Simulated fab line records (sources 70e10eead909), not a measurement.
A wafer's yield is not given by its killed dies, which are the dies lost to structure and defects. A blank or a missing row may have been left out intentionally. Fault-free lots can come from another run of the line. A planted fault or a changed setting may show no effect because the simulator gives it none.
Which of the tools did it? + flow nand-harc + 12 lots with 36 wafers sampled at 5 steps, on a route of 1159 steps

WHAT EACH GAUGE READ, for each wafer
The record holds no reading of a measuring or inspecting step that can be judged against a usual standard deviation.

TOOL THAT RAN EACH LOT (tool first, then ch and the chambers of the sampled wafers, then the start)
| lot  | NHARC_P_M2_ETCH_35                 | NHARC_P_M2_DEGAS_29          | NHARC_P_M2_PVD_20                       | NHARC_P_M2_ECD_22              | NHARC_P_M2_CMP_23             |
|------|------------------------------------|------------------------------|-----------------------------------------|--------------------------------|-------------------------------|
| L812 | rie-diel-06 ch 0,1,3, day 6 03:15  | pvd-sputter-02, day 6 04:11  | pvd-sputter-02, day 6 04:32 or earlier  | ecd-cu-02 ch 0,1, day 6 04:32  | cmp-03 ch 0,1, day 6 05:16    |
| L815 | rie-diel-06 ch 0,3, day 6 14:41    | pvd-sputter-02, day 6 15:39  | pvd-sputter-02, day 6 16:03 or earlier  | ecd-cu-02 ch 1, day 6 16:03    | cmp-02 ch 0,1,2, day 6 17:46  |
| L814 | rie-diel-06 ch 1,2,3, day 6 18:44  | pvd-sputter-01, day 6 19:41  | pvd-sputter-01, day 6 20:02 or earlier  | ecd-cu-01 ch 0,1, day 6 20:02  | cmp-03 ch 0,1,2, day 6 20:47  |
| L816 | rie-diel-12 ch 0,1, day 7 03:40    | pvd-sputter-02, day 7 04:36  | pvd-sputter-02, day 7 05:02 or earlier  | ecd-cu-01 ch 0, day 7 05:02    | cmp-01 ch 0,1,3, day 7 05:44  |
| L821 | rie-diel-06 ch 0,1,2, day 8 01:35  | pvd-sputter-02, day 8 02:32  | pvd-sputter-02, day 8 03:03 or earlier  | ecd-cu-01 ch 0,1, day 8 03:03  | cmp-02 ch 0,1,2, day 8 05:04  |
| L827 | rie-diel-06 ch 1,2, day 10 02:44   | pvd-sputter-01, day 10 03:49 | pvd-sputter-01, day 10 04:11 or earlier | ecd-cu-02 ch 0,1, day 10 04:11 | cmp-02 ch 0,1,2, day 10 04:54 |
| L829 | rie-diel-06 ch 2,3, day 10 17:43   | pvd-sputter-01, day 10 18:40 | pvd-sputter-01, day 10 19:10 or earlier | ecd-cu-02 ch 0,1, day 10 19:10 | cmp-02 ch 0,1,3, day 10 19:58 |
| L830 | rie-diel-06 ch 0,1,2, day 10 18:28 | pvd-sputter-01, day 10 19:23 | pvd-sputter-01, day 10 19:48 or earlier | ecd-cu-01 ch 1, day 10 19:48   | cmp-02 ch 0,2, day 10 20:35   |
| L832 | rie-diel-13 ch 1,2,3, day 11 08:44 | pvd-sputter-02, day 11 09:40 | pvd-sputter-02, day 11 10:03 or earlier | ecd-cu-02 ch 0,1, day 11 10:03 | cmp-01 ch 0,1,2, day 11 10:48 |
| L833 | rie-diel-06 ch 0,2, day 11 12:43   | pvd-sputter-02, day 11 13:39 | pvd-sputter-02, day 11 14:01 or earlier | ecd-cu-01 ch 0, day 11 14:01   | cmp-02 ch 0,1,3, day 11 14:47 |
| L834 | rie-diel-06 ch 0,2,3, day 11 13:25 | pvd-sputter-03, day 11 14:21 | pvd-sputter-03, day 11 14:43 or earlier | ecd-cu-01 ch 0,1, day 11 14:43 | cmp-02 ch 0,2,3, day 11 15:26 |
| L835 | rie-diel-06 ch 1,3, day 12 12:38   | pvd-sputter-01, day 12 13:34 | pvd-sputter-01, day 12 14:03 or earlier | ecd-cu-02 ch 0,1, day 12 14:03 | cmp-02 ch 0,1, day 12 14:40   |
- NHARC_P_M2_ETCH_35: etches the open film in N2/H2, target depth 40 nm, overetch 12 nm, time 43.94 s.
- NHARC_P_M2_DEGAS_29: time 60 s.
- NHARC_P_M2_PVD_20: deposits TaN, target thk 5 nm, time 8.06 s.
- NHARC_P_M2_ECD_22: material Cu, target thk 400 nm.
- NHARC_P_M2_CMP_23: polishes, t overpolish 20 s, target thk 144.3 nm.

WHAT THE TOOLS THEMSELVES READ (means of the sampled wafers that have a number; where no wafer has one, the mark that the record gives instead)
NHARC_P_M2_ETCH_35. Usual: drypump-motor-current-A 5.8 A, standard deviation 0.4; oes-product-au 1.000 a.u., standard deviation 0.013; rf-vpp-V 430.6 V, standard deviation 2.9; showerhead-plenum-p-Torr 2.04 Torr, standard deviation 0.1; throttle-valve-pct 14.172 %, standard deviation 0.0097.
| lot  | tool        | drypump-motor-current-A (A) | oes-product-au (a.u.) | rf-vpp-V (V) | showerhead-plenum-p-Torr (Torr) | throttle-valve-pct (%) | flag |
|------|-------------|-----------------------------|-----------------------|--------------|---------------------------------|------------------------|------|
| L812 | rie-diel-06 | 5.9                         | 0.998                 | 430.1        | 2.00                            | 14.169                 |      |
| L815 | rie-diel-06 | 5.7                         | 1.002                 | 427.6        | 1.95                            | 14.171                 |      |
| L814 | rie-diel-06 | 6.1                         | 0.992                 | 431.4        | 2.09                            | 14.166                 |      |
| L816 | rie-diel-12 | 5.4                         | 1.004                 | 431.0        | 2.06                            | 14.171                 |      |
| L821 | rie-diel-06 | 5.7                         | 1.001                 | 432.5        | 2.08                            | 14.174                 |      |
| L827 | rie-diel-06 | 5.9                         | 0.999                 | 434.6        | 2.17                            | 14.180                 |      |
| L829 | rie-diel-06 | 6.0                         | 1.001                 | 432.9        | 2.13                            | 14.179                 |      |
| L830 | rie-diel-06 | 5.7                         | 1.001                 | 431.8        | 2.08                            | 14.176                 |      |
| L832 | rie-diel-13 | 5.3                         | 1.002                 | 430.4        | 2.02                            | 14.165                 |      |
| L833 | rie-diel-06 | 5.5                         | 0.997                 | 429.9        | 2.03                            | 14.177                 |      |
| L834 | rie-diel-06 | 5.9                         | 1.005                 | 431.0        | 2.04                            | 14.161                 |      |
| L835 | rie-diel-06 | 6.3                         | 0.991                 | 429.4        | 2.01                            | 14.166                 |      |

NHARC_P_M2_DEGAS_29. Usual: heater-power-w reads 324 W (standard deviation 22).
| lot  | tool           | heater-power-w (W) | flag |
|------|----------------|--------------------|------|
| L812 | pvd-sputter-02 | 332                |      |
| L815 | pvd-sputter-02 | 321                |      |
| L814 | pvd-sputter-01 | 343                |      |
| L816 | pvd-sputter-02 | 317                |      |
| L821 | pvd-sputter-02 | 324                |      |
| L827 | pvd-sputter-01 | 340                |      |
| L829 | pvd-sputter-01 | 344                |      |
| L830 | pvd-sputter-01 | 339                |      |
| L832 | pvd-sputter-02 | 327                |      |
| L833 | pvd-sputter-02 | 313                |      |
| L834 | pvd-sputter-03 | 312                |      |
| L835 | pvd-sputter-01 | 323                |      |

NHARC_P_M2_PVD_20. Usual: throttle-valve-pct reads 29.4 % (standard deviation 1.5).
| lot  | tool           | throttle-valve-pct (%) | flag |
|------|----------------|------------------------|------|
| L812 | pvd-sputter-02 | 28.8                   |      |
| L815 | pvd-sputter-02 | 29.4                   |      |
| L814 | pvd-sputter-01 | 28.8                   |      |
| L816 | pvd-sputter-02 | 29.6                   |      |
| L821 | pvd-sputter-02 | 29.6                   |      |
| L827 | pvd-sputter-01 | 29.8                   |      |
| L829 | pvd-sputter-01 | 29.6                   |      |
| L830 | pvd-sputter-01 | 29.3                   |      |
| L832 | pvd-sputter-02 | 29.3                   |      |
| L833 | pvd-sputter-02 | 28.3                   |      |
| L834 | pvd-sputter-03 | 31.3                   |      |
| L835 | pvd-sputter-01 | 29.6                   |      |

NHARC_P_M2_CMP_23. Usual: motor-current-A 11.5 A, standard deviation 1.2; time-to-endpoint-s 29 s, standard deviation 3.4.
| lot  | tool   | motor-current-A (A) | time-to-endpoint-s (s) | flag |
|------|--------|---------------------|------------------------|------|
| L812 | cmp-03 | 12.8                | 30                     |      |
| L815 | cmp-02 | 10.2                | 53                     | OFF  |
| L814 | cmp-03 | 11.9                | 30                     |      |
| L816 | cmp-01 | 11.8                | 31                     |      |
| L821 | cmp-02 | 10.9                | 58                     | OFF  |
| L827 | cmp-02 | 10.8                | 29                     |      |
| L829 | cmp-02 | 11.1                | 29                     |      |
| L830 | cmp-02 | 10.4                | 28                     |      |
| L832 | cmp-01 | 12.7                | 31                     |      |
| L833 | cmp-02 | 10.6                | 25                     |      |
| L834 | cmp-02 | 10.8                | 28                     |      |
| L835 | cmp-02 | 10.5                | 24                     |      |

THE ANSWER, worked out from the rows above alone
Rule: a lot counts as off when the mean over its wafers that have a number is more than 3 standard deviations away from the usual mean. Also off: a lot with no number at a reading for which 4 or more lots have one. Any other lot the step has rows for is counted as sound. After the gauges, taken in route order, come the tools' own readings; for these a lot's mean is taken, as printed above. The first step at which some lot is off is used, and at that step the reading that is off furthest; a lot without a number counts as furthest.
Off at NHARC_P_M2_CMP_23 (time-to-endpoint-s): L815, L821.
If a tool, at that step or one of the process steps before it, ran each lot that is off and ran no sound lot following the first of them, it fits. NHARC_P_M2_PVD_20 gives no start for some lots, so the hours and the order of its lots are those of NHARC_P_M2_ECD_22. No candidate that was tried fits.

WHAT HAD BEEN PUT IN BY THE SIMULATOR
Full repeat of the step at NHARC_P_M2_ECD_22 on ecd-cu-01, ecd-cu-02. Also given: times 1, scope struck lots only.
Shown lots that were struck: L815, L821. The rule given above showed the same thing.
